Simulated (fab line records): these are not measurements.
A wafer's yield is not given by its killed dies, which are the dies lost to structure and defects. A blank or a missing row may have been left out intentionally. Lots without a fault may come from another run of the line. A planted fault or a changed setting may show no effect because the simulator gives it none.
What tool caused it?    flow nand harc    14 lots, 42 wafers sampled, at 4 steps of a route of 1159

## WHAT EACH GAUGE READ, for each wafer
The record lacks any reading of a measuring or inspecting step that a usual standard deviation could be used to judge.

## TOOL THAT RAN EACH LOT (tool first, then ch and the chambers of the sampled wafers, then the start)
lot   NHARC_A_STAIRCASE_EXPOSE_06        NHARC_A_STAIRCASE_TRIM_12           NHARC_A_STAIRCASE_TRIM_14       NHARC_A_STAIRCASE_TRIM_16
L714  krf scanner-04 ch 0, day 11 04:57  rie diel-07 ch 0,2,3, day 11 05:25  rie diel-07 ch 1,2,3, no start  rie diel-07 ch 1,2,3, no start
L713  krf scanner-02 ch 0, day 11 05:09  rie diel-07 ch 0,1,2, day 11 05:37  rie diel-07 ch 0,2, no start    rie diel-07 ch 2,3, no start
L717  krf scanner-03 ch 0, day 11 18:09  rie diel-06 ch 1,2,3, day 11 18:39  rie diel-06 ch 0,3, no start    rie diel-06 ch 0,1,3, no start
L715  krf scanner-02 ch 0, day 11 18:19  rie diel-07 ch 0,3, day 11 18:47    rie diel-07 ch 0,1,3, no start  rie diel-07 ch 0,1,3, no start
L716  krf scanner-04 ch 0, day 11 23:10  rie diel-13 ch 1,2,3, day 11 23:44  rie diel-13 ch 2,3, no start    rie diel-13 ch 1,2,3, no start
L720  krf scanner-03, day 12 14:36       rie diel-06 ch 0,1,2, day 12 15:04  rie diel-06 ch 1,2, no start    rie diel-06 ch 0,2,3, no start
L719  krf scanner-04, day 12 14:58       rie diel-06 ch 2,3, day 12 15:27    rie diel-06 ch 0,1, no start    rie diel-06 ch 1,2, no start
L727  krf scanner-03 ch 0, day 14 10:20  rie diel-07 ch 2,3, day 14 10:56    rie diel-07 ch 0,1,2, no start  rie diel-07 ch 1,2, no start
L726  krf scanner-04 ch 0, day 14 10:36  rie diel-07 ch 0,3, day 14 11:07    rie diel-07 ch 0,1,3, no start  rie diel-07 ch 0,2,3, no start
L728  krf scanner-02 ch 0, day 14 20:10  rie diel-07 ch 0,1,2, day 14 20:46  rie diel-07 ch 1,2,3, no start  rie diel-07 ch 1,2, no start
L730  krf scanner-02 ch 0, day 15 00:08  rie diel-13 ch 1,3, day 15 00:38    rie diel-13 ch 0,1, no start    rie diel-13 ch 1,3, no start
L731  krf scanner-02 ch 0, day 15 22:04  rie diel-07 ch 1,2, day 15 23:02    rie diel-07 ch 0,3, no start    rie diel-07 ch 1,3, no start
L732  krf scanner-03 ch 0, day 15 22:29  rie diel-07 ch 1,2,3, day 15 23:08  rie diel-07 ch 1,2, no start    rie diel-07 ch 0,1,2, no start
L734  krf scanner-04 ch 0, day 16 06:46  rie diel-06 ch 2,3, day 16 07:14    rie diel-06 ch 0,1,3, no start  rie diel-06 ch 1,3, no start
- NHARC_A_STAIRCASE_EXPOSE_06: exposes mask STAIR.
- NHARC_A_STAIRCASE_TRIM_12: chemistry O2, time 211.2 s.
- NHARC_A_STAIRCASE_TRIM_14: chemistry O2, time 211.2 s.
- NHARC_A_STAIRCASE_TRIM_16: chemistry O2, time 211.2 s.

## WHAT THE TOOLS THEMSELVES READ (means of the sampled wafers that have a number; where no wafer has one, the mark that the record gives instead)
NHARC_A_STAIRCASE_EXPOSE_06.
lot   tool            exposure dose mJ cm2  focus offset nm (nm)  stage vel mm s (mm/s)
L714  krf scanner-04  25.404                -0.2                  499.92
L713  krf scanner-02  25.427                0.6                   500.07
L717  krf scanner-03  25.443                0.3                   500.17
L715  krf scanner-02  25.433                0.0                   499.82
L716  krf scanner-04  25.440                0.7                   500.03
L720  krf scanner-03  -                     -                     -
L719  krf scanner-04  -                     -                     -
L727  krf scanner-03  25.465                0.0                   500.13
L726  krf scanner-04  25.425                0.3                   500.03
L728  krf scanner-02  25.446                0.4                   500.17
L730  krf scanner-02  25.427                0.4                   500.08
L731  krf scanner-02  25.432                -0.3                  499.67
L732  krf scanner-03  25.419                0.0                   500.14
L734  krf scanner-04  25.443                -0.6                  500.05

NHARC_A_STAIRCASE_TRIM_12.
lot   tool         drypump motor current A (A)  oes product au (a.u.)  rf vpp V (V)  showerhead plenum p Torr (Torr)  throttle valve pct (%)
L714  rie diel-07  5.8                          1.001                  58.7          3.71                             17.031
L713  rie diel-07  5.8                          0.988                  58.2          3.70                             17.039
L717  rie diel-06  5.3                          0.999                  57.8          3.62                             17.035
L715  rie diel-07  5.6                          1.005                  57.9          3.64                             17.044
L716  rie diel-13  5.7                          0.993                  58.2          3.44                             17.036
L720  rie diel-06  5.6                          0.996                  57.8          3.58                             17.043
L719  rie diel-06  5.0                          0.996                  57.7          3.69                             17.027
L727  rie diel-07  6.1                          0.992                  59.1          3.72                             17.050
L726  rie diel-07  5.4                          1.015                  58.5          3.66                             17.035
L728  rie diel-07  5.8                          0.998                  58.6          3.68                             17.034
L730  rie diel-13  5.7                          0.992                  56.2          3.37                             17.026
L731  rie diel-07  6.0                          0.995                  58.4          3.63                             17.040
L732  rie diel-07  6.0                          0.996                  58.1          3.64                             17.040
L734  rie diel-06  5.3                          1.000                  57.9          3.68                             17.034

NHARC_A_STAIRCASE_TRIM_14.
lot   tool         drypump motor current A (A)  oes product au (a.u.)  rf vpp V (V)  showerhead plenum p Torr (Torr)  throttle valve pct (%)
L714  rie diel-07  6.0                          0.997                  58.4          3.66                             17.032
L713  rie diel-07  5.6                          0.993                  57.5          3.75                             17.038
L717  rie diel-06  5.3                          0.993                  57.5          3.63                             17.034
L715  rie diel-07  5.7                          0.993                  58.2          3.63                             17.033
L716  rie diel-13  5.4                          0.981                  57.8          3.42                             17.039
L720  rie diel-06  5.5                          1.002                  58.2          3.62                             17.034
L719  rie diel-06  5.7                          0.998                  57.7          3.49                             17.030
L727  rie diel-07  5.8                          0.980                  58.0          3.68                             17.040
L726  rie diel-07  5.6                          1.003                  58.4          3.62                             17.036
L728  rie diel-07  6.0                          1.000                  57.6          3.65                             17.034
L730  rie diel-13  6.0                          0.993                  57.6          3.61                             17.041
L731  rie diel-07  5.5                          0.997                  59.0          3.66                             17.038
L732  rie diel-07  6.0                          0.998                  57.9          3.63                             17.038
L734  rie diel-06  5.4                          0.997                  58.1          3.56                             17.041

NHARC_A_STAIRCASE_TRIM_16.
lot   tool         drypump motor current A (A)  oes product au (a.u.)  rf vpp V (V)  showerhead plenum p Torr (Torr)  throttle valve pct (%)
L714  rie diel-07  6.0                          1.004                  58.9          3.66                             17.038
L713  rie diel-07  6.1                          1.000                  57.9          3.74                             17.039
L717  rie diel-06  5.4                          0.989                  57.5          3.58                             17.031
L715  rie diel-07  5.6                          0.997                  58.1          3.63                             17.036
L716  rie diel-13  5.7                          1.000                  58.2          3.44                             17.040
L720  rie diel-06  5.3                          1.005                  57.4          3.67                             17.043
L719  rie diel-06  5.6                          1.009                  58.7          3.62                             17.038
L727  rie diel-07  6.0                          0.988                  57.6          3.64                             17.042
L726  rie diel-07  5.8                          0.997                  58.7          3.69                             17.036
L728  rie diel-07  6.2                          0.991                  57.8          3.71                             17.034
L730  rie diel-13  5.9                          0.990                  58.0          3.44                             17.023
L731  rie diel-07  5.9                          1.001                  58.0          3.56                             17.041
L732  rie diel-07  5.8                          0.992                  58.5          3.68                             17.035
L734  rie diel-06  5.1                          0.988                  57.7          3.59                             17.035

## THE ANSWER, worked out from the rows above alone
Rule: the usual values come from the lots themselves. Put in order of their means at a reading, lots are off if they are a third of the lots or fewer, leave a main group of 4 or more, and stand apart from it by a gap of 3 or more times the standard deviation of the main group's means; of several such gaps the widest counts. If all means in a main group match to the digits the tables above print for the reading, that group is not used. Also off: a lot with no number at a reading for which 4 or more lots have one. All remaining lots with rows at the step are treated as sound. First the gauges in route order, then the tools' own readings, where a lot's mean is used as printed above. At the first step where some lot is off, the reading lying furthest off is the one used; lots without a number count as furthest.
Off, at NHARC_A_STAIRCASE_EXPOSE_06 on exposure dose mJ cm2: L720, L719. Without a number there: L720, L719. Mean 25.434 and standard deviation 0.015 in the main group.
A tool fits if, at that step or a process step before it, it ran every lot that is off, and no sound lot after the first of them. No candidate that was tried fits.

## WHAT HAD BEEN PUT IN BY THE SIMULATOR
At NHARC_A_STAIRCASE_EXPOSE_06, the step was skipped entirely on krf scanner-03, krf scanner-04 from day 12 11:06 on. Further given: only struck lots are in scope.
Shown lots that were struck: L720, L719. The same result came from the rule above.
